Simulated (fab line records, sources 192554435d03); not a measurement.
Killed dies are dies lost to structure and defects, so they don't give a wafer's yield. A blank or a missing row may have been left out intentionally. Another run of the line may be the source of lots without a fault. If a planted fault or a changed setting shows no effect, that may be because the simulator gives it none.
The tool behind it: which one?    flow n5_finfet    9 lots with 27 wafers sampled at 6 steps, on a route of 1938 steps

WHAT THE GAUGES READ, wafer by wafer
N5_BEOL_M4_RC_MEAS_101. Usual: DIBL_N 37.0 mV/V, standard deviation 2.3; DIBL_P 37.3 mV/V, standard deviation 2.8; IOFF_N 0.17 nA/um, standard deviation 0.046; IOFF_P 0.23 nA/um, standard deviation 0.054; ION_N 675 uA/um, standard deviation 14; ION_P 460 uA/um, standard deviation 9.3; SS_N 71.7 mV/dec, standard deviation 0.73; SS_P 73.6 mV/dec, standard deviation 0.95; VT_N 249 mV, standard deviation 3.9; VT_P -250 mV, standard deviation 3.9.
lot   measured      on         DIBL_N (mV/V)   DIBL_P (mV/V)   IOFF_N (nA/um)  IOFF_P (nA/um)  ION_N (uA/um)  ION_P (uA/um)  SS_N (mV/dec)   SS_P (mV/dec)   VT_N (mV)    VT_P (mV)       flag
L995  day 7 23:18   prober-02  40.3 37.1 43.8  40.9 35.4 44.8  0.23 0.15 0.36  0.31 0.21 0.42  680 676 712    471 464 478    72.2 71.3 73.7  74.8 73.7 76.2  243 251 240  -246 -251 -243  
L996  day 8 02:19   prober-02  37.4 36.8 39.6  37.6 37.4 40.9  0.19 0.17 0.25  0.22 0.22 0.29  677 667 688    457 453 457    72.1 71.1 72.2  73.7 75.0 76.1  250 249 245  -249 -251 -248  
L998  day 8 22:55   prober-02  37.5 36.0 41.5  37.8 36.8 43.3  0.18 0.16 0.27  0.19 0.18 0.28  682 676 694    454 453 461    72.0 71.0 73.1  73.1 73.5 75.4  248 249 244  -252 -254 -246  
L100  day 9 09:13   prober-01  36.5 34.8 40.1  38.2 36.0 43.2  0.19 0.14 0.28  0.25 0.21 0.37  691 653 701    469 455 483    72.1 71.9 72.7  73.1 71.4 74.5  246 251 242  -247 -248 -242  
L105  day 10 09:41  prober-01  34.9 34.1 34.6  32.9 32.0 33.9  0.14 0.11 0.12  0.19 0.18 0.20  681 654 669    474 455 466    71.4 71.5 71.9  73.1 72.2 72.5  250 257 254  -248 -250 -250  
L107  day 11 08:12  prober-02  32.2 39.6 37.6  32.4 41.7 38.2  0.11 0.26 0.19  0.18 0.34 0.26  655 701 678    460 478 465    70.1 71.5 72.0  72.2 75.0 73.4  256 240 247  -253 -244 -245  
L113  day 12 22:43  prober-01  32.3 36.5 32.7  33.6 38.5 34.1  0.11 0.18 0.12  0.14 0.20 0.14  657 679 663    445 458 449    71.2 72.3 71.1  72.2 73.7 72.2  256 249 254  -257 -252 -258  
L116  day 13 20:28  prober-01  37.8 38.4 40.4  36.6 36.6 38.7  0.16 0.16 0.22  0.20 0.21 0.24  677 656 668    459 444 451    71.3 71.8 72.2  73.3 72.9 73.2  250 253 247  -256 -252 -253  
L117  day 14 07:43  prober-02  37.7 40.0 35.8  38.9 40.9 37.0  0.19 0.24 0.15  0.28 0.30 0.23  670 696 677    460 474 471    72.9 73.1 71.6  73.9 74.6 73.2  249 244 250  -247 -245 -248  

N5_BEOL_M6_THK_MEAS_53: measures by xrf. Usual: M6_THK gives 78.3 nm (standard deviation 2.6).
lot   measured      on             M6_THK (nm)     flag
L995  day 9 04:11   film_metro-02  77.4 80.5 81.8  
L996  day 9 05:29   film_metro-01  76.0 76.6 76.7  
L998  day 9 17:50   film_metro-02  81.6 74.5 76.8  
L100  day 10 07:51  film_metro-02  79.5 81.1 81.4  
L105  day 11 07:37  film_metro-02  78.3 72.2 78.7  
L107  day 12 08:14  film_metro-02  83.1 75.7 81.5  
L113  day 14 01:43  film_metro-02  80.6 79.6 84.2  
L116  day 14 15:34  film_metro-02  79.6 77.2 77.0  
L117  day 15 07:46  film_metro-02  79.5 76.0 83.1  

N5_BEOL_M6_INSPECT_58: inspects for defects (darkfield). Usual: 71 for raw_defect_count, sd 22.
lot   measured      on                 raw_defect_count  flag
L995  day 9 04:21   defect_inspect-02  44 62 62          
L996  day 9 05:56   defect_inspect-02  67 92 63          
L998  day 9 17:59   defect_inspect-01  46 53 50          
L100  day 10 08:01  defect_inspect-01  80 72 88          
L105  day 11 07:47  defect_inspect-01  56 67 67          
L107  day 12 08:23  defect_inspect-01  107 91 106        
L113  day 14 01:52  defect_inspect-02  109 76 100        
L116  day 14 15:44  defect_inspect-02  74 58 53          
L117  day 15 07:55  defect_inspect-01  62 38 55          

N5_BEOL_M7_THK_MEAS_01. Usual: M7_ILD_THK gives 155.2 nm (standard deviation 2.3).
lot   measured      on             M7_ILD_THK (nm)    flag
L995  day 9 04:58   film_metro-01  156.6 158.7 155.7  
L996  day 9 06:34   film_metro-02  154.6 155.8 157.6  
L998  day 9 18:36   film_metro-02  151.3 156.8 153.5  
L100  day 10 08:56  film_metro-02  152.1 152.6 155.6  
L105  day 11 08:23  film_metro-01  156.0 154.2 65.1   OFF
L107  day 12 09:00  film_metro-01  152.9 68.5 67.4    OFF
L113  day 14 02:30  film_metro-01  153.6 157.8 155.6  
L116  day 14 16:22  film_metro-01  156.7 159.4 158.1  
L117  day 15 08:35  film_metro-01  155.3 151.2 154.8  

WHAT TOOL EACH LOT RAN ON (gives the tool, then ch and the chambers of the sampled wafers, and finally the start)
lot   N5_BEOL_M6_SPUTTER_48         N5_BEOL_M7_ILD_DEP_00
L995  pvd_sputter-01, day 9 03:01   pecvd-02 ch 0,1,2, day 9 04:24
L996  pvd_sputter-02, day 9 03:23   pecvd-04 ch 0,1, day 9 05:59
L998  pvd_sputter-02, day 9 17:01   pecvd-04 ch 1,2, day 9 18:01
L100  pvd_sputter-01, day 10 06:19  pecvd-04 ch 1,2, day 10 08:03
L105  pvd_sputter-01, day 11 06:49  pecvd-04 ch 0,1,2, day 11 07:49
L107  pvd_sputter-03, day 12 03:26  pecvd-04 ch 0,2, day 12 08:26
L113  pvd_sputter-02, day 13 23:59  pecvd-02 ch 2, day 14 01:54
L116  pvd_sputter-02, day 14 14:42  pecvd-04 ch 0,2, day 14 15:46
L117  pvd_sputter-03, day 15 06:55  pecvd-01 ch 0,2, day 15 07:58
- N5_BEOL_M6_SPUTTER_48: material Cu, target thk 10 nm, time 1.667 s.
- N5_BEOL_M7_ILD_DEP_00: deposits SiCOH lowk from DEMS/porogen, target thk 179.75 nm, time 33.4 s.

WHAT THE TOOLS THEMSELVES READ (means of the sampled wafers that have a number; where no wafer has one, the mark that the record gives instead)
N5_BEOL_M6_SPUTTER_48. Usual: chamber_pressure_pa 0.13 Pa, standard deviation 0.00028; throttle_valve_pct 29.9 %, standard deviation 0.88.
lot   tool            chamber_pressure_pa (Pa)  throttle_valve_pct (%)  flag
L995  pvd_sputter-01  0.13                      29.4                    
L996  pvd_sputter-02  0.13                      29.8                    
L998  pvd_sputter-02  0.13                      30.2                    
L100  pvd_sputter-01  0.13                      29.2                    
L105  pvd_sputter-01  0.13                      29.1                    
L107  pvd_sputter-03  0.13                      29.8                    
L113  pvd_sputter-02  0.13                      30.1                    
L116  pvd_sputter-02  0.13                      30.2                    
L117  pvd_sputter-03  0.13                      30.0                    

N5_BEOL_M7_ILD_DEP_00. Usual: chamber_pressure_Torr 5.000 Torr, standard deviation 0.012; heater_power_outer_w 145 W, standard deviation 31; heater_power_w 338 W, standard deviation 49; showerhead_plenum_p_Torr 5.733 Torr, standard deviation 0.017; throttle_valve_pct 13.5 %, standard deviation 0.7.
lot   tool      chamber_pressure_Torr (Torr)  heater_power_outer_w (W)  heater_power_w (W)  showerhead_plenum_p_Torr (Torr)  throttle_valve_pct (%)  flag
L995  pecvd-02  5.000                         163                       350                 5.744                            13.9                    
L996  pecvd-04  5.012                         136                       334                 5.742                            13.2                    
L998  pecvd-04  5.007                         131                       319                 5.714                            12.8                    
L100  pecvd-04  4.991                         102                       281                 5.722                            12.7                    
L105  pecvd-04  4.994                         143                       342                 5.725                            13.0                    
L107  pecvd-04  5.003                         164                       373                 5.725                            13.1                    
L113  pecvd-02  5.011                         198                       413                 5.728                            13.6                    
L116  pecvd-04  5.003                         159                       364                 5.739                            12.9                    
L117  pecvd-01  5.001                         119                       296                 5.728                            14.6                    

THE ANSWER, worked out from the rows above alone
Rule: a lot counts as off when the mean over its wafers that have a number is more than 3 standard deviations away from the usual mean. A lot without any number at a reading at which 4 lots or more have one is off too. Where the step has rows for the other lots, those lots are counted as sound. After the gauges, taken in route order, come the tools' own readings; for these a lot's mean is taken, as printed above. The first step at which some lot is off is used, and at that step the reading that is off furthest; a lot without a number counts as furthest.
Off: at N5_BEOL_M7_THK_MEAS_01 (M7_ILD_THK), L105, L107.
A tool fits if, at a process step before that reading, it ran every lot that is off, and no sound lot after the first of them. The gauges at N5_BEOL_M7_THK_MEAS_01 are tried like those tools. Not one of the candidates tried fits.

WHAT WAS PUT IN BY THE SIMULATOR
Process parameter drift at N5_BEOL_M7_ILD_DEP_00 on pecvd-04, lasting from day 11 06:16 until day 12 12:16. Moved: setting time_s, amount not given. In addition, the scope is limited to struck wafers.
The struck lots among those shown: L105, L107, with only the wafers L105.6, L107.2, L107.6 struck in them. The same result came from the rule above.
